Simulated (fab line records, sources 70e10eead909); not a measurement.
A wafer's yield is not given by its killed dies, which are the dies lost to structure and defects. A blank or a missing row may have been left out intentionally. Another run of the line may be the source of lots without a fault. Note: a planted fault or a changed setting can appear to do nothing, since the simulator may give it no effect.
Chamber matching :: flow nandHarc :: NHARC_A_STAIRCASE_DEP_471 on pecvd-04: 3 sister chambers
The step deposits SiO2, target thk 100 nm. 16 wafers are shown with their chamber, then 8 later ones without.

## WAFERS WITH THEIR CHAMBER
wafer: L077.1
chamber: 2
throttleValvePct (%): 16.1
heaterPowerW (W): 410
flowSccm (sccm): 2644

wafer: L077.2
chamber: 1
throttleValvePct (%): 15.4
heaterPowerW (W): 492
flowSccm (sccm): 2651

wafer: L077.4
chamber: 2
throttleValvePct (%): 15.8
heaterPowerW (W): 408
flowSccm (sccm): 2635

wafer: L079.2
chamber: 1
throttleValvePct (%): 15.5
heaterPowerW (W): 524
flowSccm (sccm): 2651

wafer: L079.3
chamber: 2
throttleValvePct (%): 16.1
heaterPowerW (W): 429
flowSccm (sccm): 2637

wafer: L079.4
chamber: 1
throttleValvePct (%): 15.5
heaterPowerW (W): 541
flowSccm (sccm): 2652

wafer: L081.1
chamber: 1
throttleValvePct (%): 15.5
heaterPowerW (W): 520
flowSccm (sccm): 2651

wafer: L081.5
chamber: 1
throttleValvePct (%): 15.5
heaterPowerW (W): 530
flowSccm (sccm): 2659

wafer: L081.6
chamber: 2
throttleValvePct (%): 15.9
heaterPowerW (W): 517
flowSccm (sccm): 2645

wafer: L087.1
chamber: 1
throttleValvePct (%): 15.6
heaterPowerW (W): 505
flowSccm (sccm): 2648

wafer: L087.2
chamber: 2
throttleValvePct (%): 16.3
heaterPowerW (W): 478
flowSccm (sccm): 2641

wafer: L087.5
chamber: 2
throttleValvePct (%): 16.2
heaterPowerW (W): 490
flowSccm (sccm): 2632

wafer: L089.1
chamber: 0
throttleValvePct (%): 15.9
heaterPowerW (W): 564
flowSccm (sccm): 2652

wafer: L089.5
chamber: 0
throttleValvePct (%): 16.0
heaterPowerW (W): 582
flowSccm (sccm): 2650

wafer: L089.6
chamber: 2
throttleValvePct (%): 16.1
heaterPowerW (W): 469
flowSccm (sccm): 2663

wafer: L091.4
chamber: 2
throttleValvePct (%): 16.3
heaterPowerW (W): 450
flowSccm (sccm): 2654

SIGNATURES (averages over the wafers above)
reading: throttleValvePct
chamber 0: 15.950
chamber 1: 15.500
chamber 2: 16.100
scatter within a chamber: 0.137

reading: heaterPowerW
chamber 0: 573.00
chamber 1: 518.67
chamber 2: 456.38
scatter within a chamber: 30.9

reading: flowSccm
chamber 0: 2651.00
chamber 1: 2652.00
chamber 2: 2643.88
scatter within a chamber: 7.92
Rule: for each reading, subtract the chamber's mean from the wafer's reading, divide by that reading's scatter and square the result; add these up over the readings and take the root, which gives the wafer's distance from the chamber. The wafer belongs to the nearest chamber; if the next one is less than 2 further off, it can't be placed. The scatter: the root of (the sum of the squares of (reading less its chamber's mean) over the shown wafers, divided by (wafers less chambers)).

## WAFERS WITHOUT THEIR CHAMBER
wafer: L091.5
throttleValvePct (%): 15.8
heaterPowerW (W): 605
flowSccm (sccm): 2660

wafer: L091.6
throttleValvePct (%): 15.6
heaterPowerW (W): 624
flowSccm (sccm): 2653

wafer: L094.2
throttleValvePct (%): 16.4
heaterPowerW (W): 391
flowSccm (sccm): 2634

wafer: L094.3
throttleValvePct (%): 15.9
heaterPowerW (W): 480
flowSccm (sccm): 2653

wafer: L094.5
throttleValvePct (%): 15.9
heaterPowerW (W): 651
flowSccm (sccm): 2664

wafer: L096.1
throttleValvePct (%): 15.4
heaterPowerW (W): 578
flowSccm (sccm): 2659

wafer: L096.4
throttleValvePct (%): 16.0
heaterPowerW (W): 563
flowSccm (sccm): 2650

wafer: L096.6
throttleValvePct (%): 15.5
heaterPowerW (W): 524
flowSccm (sccm): 2648

## THE CHAMBER EACH PASSED THROUGH
wafer: L091.5
from the rows above: can't be placed: 0 or 1
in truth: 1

wafer: L091.6
from the rows above: can't be placed: 0 or 1
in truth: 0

wafer: L094.2
from the rows above: 2
in truth: 2

wafer: L094.3
from the rows above: can't be placed: 2 or 0 or 1
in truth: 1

wafer: L094.5
from the rows above: 0
in truth: 0

wafer: L096.1
from the rows above: can't be placed: 1 or 0
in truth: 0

wafer: L096.4
from the rows above: 0
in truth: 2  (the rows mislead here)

wafer: L096.6
from the rows above: 1
in truth: 1
Placed correctly: 3 of 8. From these rows, 4 cannot be placed; in 4 the true chamber is one of the candidates. Number placed wrongly: 1.
